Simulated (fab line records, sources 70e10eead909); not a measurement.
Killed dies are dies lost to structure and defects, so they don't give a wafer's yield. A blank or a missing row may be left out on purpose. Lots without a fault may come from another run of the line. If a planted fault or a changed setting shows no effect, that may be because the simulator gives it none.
Matching of chambers | flow nand_harc | NHARC_A_CONTACT_ETCH_90 on rie_diel-06 has 4 sister chambers
The step etches the open film in CH3F/O2, target depth 40 nm, time 85.7 s. 16 wafers are shown with their chamber, then 8 later ones without.

## WAFERS, EACH WITH ITS CHAMBER
wafer  | chamber | drypump_motor_current_A (A) | showerhead_plenum_p_Torr (Torr) | rf_vpp_V (V)
L075.3 | 1       | 5.9                         | 2.66                            | 245.8
L075.5 | 0       | 6.5                         | 2.52                            | 246.0
L075.6 | 3       | 5.4                         | 2.35                            | 243.4
L079.1 | 1       | 5.9                         | 2.65                            | 245.7
L079.3 | 2       | 5.3                         | 2.34                            | 242.3
L079.4 | 3       | 5.4                         | 2.35                            | 241.8
L078.1 | 1       | 5.9                         | 2.65                            | 246.8
L078.2 | 0       | 6.5                         | 2.52                            | 245.7
L078.3 | 2       | 5.3                         | 2.34                            | 244.1
L081.2 | 0       | 6.5                         | 2.51                            | 244.8
L081.3 | 3       | 5.3                         | 2.35                            | 242.8
L081.5 | 1       | 5.9                         | 2.65                            | 245.6
L083.2 | 1       | 5.9                         | 2.65                            | 246.7
L083.4 | 2       | 5.3                         | 2.33                            | 242.3
L083.5 | 1       | 5.9                         | 2.65                            | 246.1
L090.2 | 1       | 5.9                         | 2.64                            | 247.0

SIGNATURES, as means of the wafers listed above
reading                  | chamber 0 | chamber 1 | chamber 2 | chamber 3 | scatter within a chamber
drypump_motor_current_A  | 6.500     | 5.900     | 5.300     | 5.367     | 0.0236
showerhead_plenum_p_Torr | 2.5167    | 2.6500    | 2.3367    | 2.3500    | 0.00527
rf_vpp_V                 | 245.500   | 246.243   | 242.900   | 242.667   | 0.722
Rule: a wafer's distance from a chamber is the root of the sum, over the readings, of the square of ((its reading less the chamber's mean) divided by the reading's scatter). The wafer belongs to the nearest chamber; if the next one is less than 2 further off, it can't be placed. The scatter: take each reading less its chamber's mean, square it, sum over the shown wafers, divide by the number of wafers less the number of chambers, and take the root.

## WAFERS WITHOUT THEIR CHAMBER
wafer  | drypump_motor_current_A (A) | showerhead_plenum_p_Torr (Torr) | rf_vpp_V (V)
L090.3 | 6.5                         | 2.51                            | 246.2
L090.5 | 5.3                         | 2.32                            | 240.7
L097.1 | 5.4                         | 2.33                            | 243.5
L097.2 | 5.3                         | 2.32                            | 242.4
L097.5 | 6.5                         | 2.50                            | 245.5
L094.1 | 6.5                         | 2.50                            | 244.7
L094.2 | 5.3                         | 2.32                            | 245.2
L094.4 | 5.9                         | 2.63                            | 248.0

## THE CHAMBER EACH PASSED THROUGH
wafer  | from the rows above     | in truth
L090.3 | 0                       | 0
L090.5 | 2                       | 2
L097.1 | can't be placed: 3 or 2 | 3
L097.2 | 2                       | 2
L097.5 | 0                       | 0
L094.1 | 0                       | 0
L094.2 | 2                       | 2
L094.4 | 1                       | 1
Correctly placed: 7 of 8. From these rows, 1 cannot be placed; in 1 the true chamber is one of the candidates. Wrongly placed: 0.
